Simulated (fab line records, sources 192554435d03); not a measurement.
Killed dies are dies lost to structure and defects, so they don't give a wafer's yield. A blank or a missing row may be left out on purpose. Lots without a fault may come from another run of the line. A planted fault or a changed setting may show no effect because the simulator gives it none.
Split-lot experiment | flow n5_finfet | 7 lots, 21 wafers read, on a route of 1938 steps

THE SPLIT
At N5_BEOL_M12_CMP_49 (polishes, stops on SiOC, t overpolish 20.6 s, target thk 320 nm), the setting down_force_psi was moved away from the recipe's 1 psi on 6 of the 21 wafers read, by -15.2% to +12.2%. The other wafers ran this setting at the recipe's value.

The reading is taken at the split's own step.

THE READING
barrier_field_endpoint_s, in s, at N5_BEOL_M12_CMP_49 (polishes, stops on SiOC, t overpolish 20.6 s, target thk 320 nm). Fault-free wafers of this fab line usually give 30.2 s, standard deviation 0.81 s.

wafer  | tool, chamber at the split | down_force_psi as run, psi | against the recipe | barrier_field_endpoint_s, s | against lot-mates on the recipe
L076.4 | cmp-02, 3                  | 0.8647                     | -13.5%             | 34.7                        | +4.7
L076.3 | cmp-02, 0                  | 1                          | recipe             | 29.8                        | -
L076.6 | cmp-02, 1                  | 1                          | recipe             | 30.3                        | -
L077.1 | cmp-02, 0                  | 0.8748                     | -12.5%             | 33.8                        | +4.9
L077.2 | cmp-02, 1                  | 0.8748                     | -12.5%             | 33.3                        | +4.4
L077.5 | cmp-02, 0                  | 1                          | recipe             | 28.9                        | -
L085.4 | cmp-04, 3                  | 0.8483                     | -15.2%             | 35.9                        | +4.6
L085.1 | cmp-04, 0                  | 0.8483                     | -15.2%             | 37.7                        | +6.4
L085.5 | cmp-04, 1                  | 1                          | recipe             | 31.3                        | -
L088.1 | cmp-01, 1                  | 1                          | recipe             | 29.4                        | -
L088.4 | cmp-01, 0                  | 1                          | recipe             | 29.9                        | -
L088.5 | cmp-01, 2                  | 1                          | recipe             | 29.8                        | -
L093.3 | cmp-04, 2                  | 1                          | recipe             | 31.3                        | -
L093.1 | cmp-04, 0                  | 1                          | recipe             | 32.2                        | -
L093.6 | cmp-04, 3                  | 1.122                      | +12.2%             | 27.4                        | -4.4
L092.3 | cmp-02, 1                  | 1                          | recipe             | 29.6                        | -
L092.2 | cmp-02, 2                  | 1                          | recipe             | 29.4                        | -
L092.1 | cmp-02, 3                  | 1                          | recipe             | 29.8                        | -
L094.2 | cmp-01, 0                  | 1                          | recipe             | 29.0                        | -
L094.5 | cmp-01, 1                  | 1                          | recipe             | 29.3                        | -
L094.6 | cmp-01, 2                  | 1                          | recipe             | 30.8                        | -

THE FIT
A straight line over all 21 wafers: barrier_field_endpoint_s changes by -0.343 s for each +1% of down_force_psi; r = -0.91; the points scatter about the line by 1.1 s.
The same after taking each lot's own level away (the mean of its wafers on the recipe; 21 wafers): -0.361 s for each +1%; r = -0.98; scatter 0.48 s.
On that fit, the largest move of down_force_psi shifts the reading by 5.5 s.
The lots' own levels span 28.90 to 31.75 s, that is 3.5 times the standard deviation above.
So the lot-to-lot level changes the slope little: the two slopes agree.
Check: with one of the wafers moved furthest among these (-15.2%) left out of the fit, the line predicts +5.71 s for it against its lot-mates. It came out at +4.6 s against them.
Tool readings at the split's step, against how far the setting was moved: barrier_field_endpoint_s r = -0.91.

OTHER SPLITS ON THESE WAFERS
These wafers also went through other splits before the reading. Each is held against what the fit with the lots' levels taken away leaves over:
other split on the same wafers | wafers away from the commonest value | r with barrier_field_endpoint_s (lot level and that fit taken away)
N5_BEOL_M10_PEB_26 peb_time_s  | 8                                    | +0.14
N5_BEOL_M11_DESCUM_16 time_s   | 9                                    | +0.07
N5_BEOL_M11_COAT_22 spin_rpm   | 7                                    | +0.04

THE FILE'S OWN FIT
barrier_field_endpoint_s changes by -0.36 s for each +1% of down_force_psi, r = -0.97.
